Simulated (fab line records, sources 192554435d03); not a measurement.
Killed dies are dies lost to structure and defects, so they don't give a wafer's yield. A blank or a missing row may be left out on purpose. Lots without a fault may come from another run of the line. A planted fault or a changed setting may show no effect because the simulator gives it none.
One fault seen from 3 desks | flow n5_finfet | each desk has only its own numbers; what lay behind them comes last

THE METROLOGY DESK
What the gauges read, lot by lot, whatever tool the lot ran on: means of the sampled wafers that have a number. A lot is out of limits, marked OUT, if its mean lies more than 4 standard deviations from the usual mean; the brackets give that distance.
Columns: A = M5_THK at N5_BEOL_M5_THK_MEAS_53, usual 60.3 nm
lot  | first seen here | A
L449 | day 8 18:17     | 60.5
L451 | day 8 21:14     | 58.7
L454 | day 9 17:14     | 61.1
L453 | day 9 18:28     | 59.4
L457 | day 10 11:41    | 57.9
L456 | day 10 12:09    | 61.8
L458 | day 10 19:19    | 62.2
L460 | day 11 10:28    | 60.2
L462 | day 12 01:17    | 60.2
L464 | day 12 11:39    | 60.0
This desk's finding: nothing out of limits on any of the 10 lots.

THE TOOL OWNER'S DESK: pecvd-04
The tool's own readings at N5_BEOL_M6_PECVD_70 (deposits SiO2 from TEOS/O2, target thk 20 nm, time 22.7 s): means of the sampled wafers that have a number, for each lot that ran on this tool. A lot is out of limits, marked OUT, if its mean lies more than 4 standard deviations from the usual mean; the brackets give that distance.
Columns: A = chamber_pressure_Torr at N5_BEOL_M6_PECVD_70, usual 5.500 Torr; B = heater_power_w at N5_BEOL_M6_PECVD_70, usual 730 W; C = showerhead_plenum_p_Torr at N5_BEOL_M6_PECVD_70, usual 8.77 Torr; D = throttle_valve_pct at N5_BEOL_M6_PECVD_70, usual 22.8 %
lot  | first seen here | A     | B   | C    | D
L449 | day 8 19:19     | 5.503 | 735 | 8.77 | 21.9
L453 | day 9 19:28     | 5.503 | 690 | 8.71 | 22.4
L457 | day 10 12:43    | 5.498 | 716 | 8.79 | 23.7
L456 | day 10 13:10    | 5.511 | 770 | 8.72 | 23.3
L460 | day 11 11:25    | 5.485 | 757 | 8.79 | 23.8
L462 | day 12 02:26    | 5.504 | 717 | 8.71 | 22.3
L464 | day 12 12:45    | 5.499 | 753 | 8.73 | 22.3
This desk's finding: nothing out of limits on any of the 7 lots.

THE DEFECT DESK
What the inspections along the route counted, lot by lot: means of the sampled wafers that have a number. A lot is out of limits, marked OUT, if its mean lies more than 4 standard deviations from the usual mean; the brackets give that distance.
Columns: A = raw_defect_count at N5_BEOL_M6_INSPECT_13, usual 391; B = raw_defect_count at N5_BEOL_M6_INSPECT_30, usual 390
lot  | first seen here | A   | B
L449 | day 8 20:37     | 380 | 410
L451 | day 8 23:32     | 414 | 424
L454 | day 9 19:06     | 474 | 472
L453 | day 9 21:36     | 300 | 297
L457 | day 10 16:28    | 332 | 351
L456 | day 10 16:38    | 304 | 307
L458 | day 10 20:48    | 495 | 495
L460 | day 11 12:26    | 341 | 347
L462 | day 12 06:01    | 679 | 662
L464 | day 12 15:05    | 720 | 694
This desk's finding: nothing out of limits on any of the 10 lots.

PUT TOGETHER
The metrology desk saw nothing out of limits.
The tool owner's desk saw nothing out of limits.
The defect desk saw nothing out of limits.

WHAT THE SIMULATOR HAD PUT IN
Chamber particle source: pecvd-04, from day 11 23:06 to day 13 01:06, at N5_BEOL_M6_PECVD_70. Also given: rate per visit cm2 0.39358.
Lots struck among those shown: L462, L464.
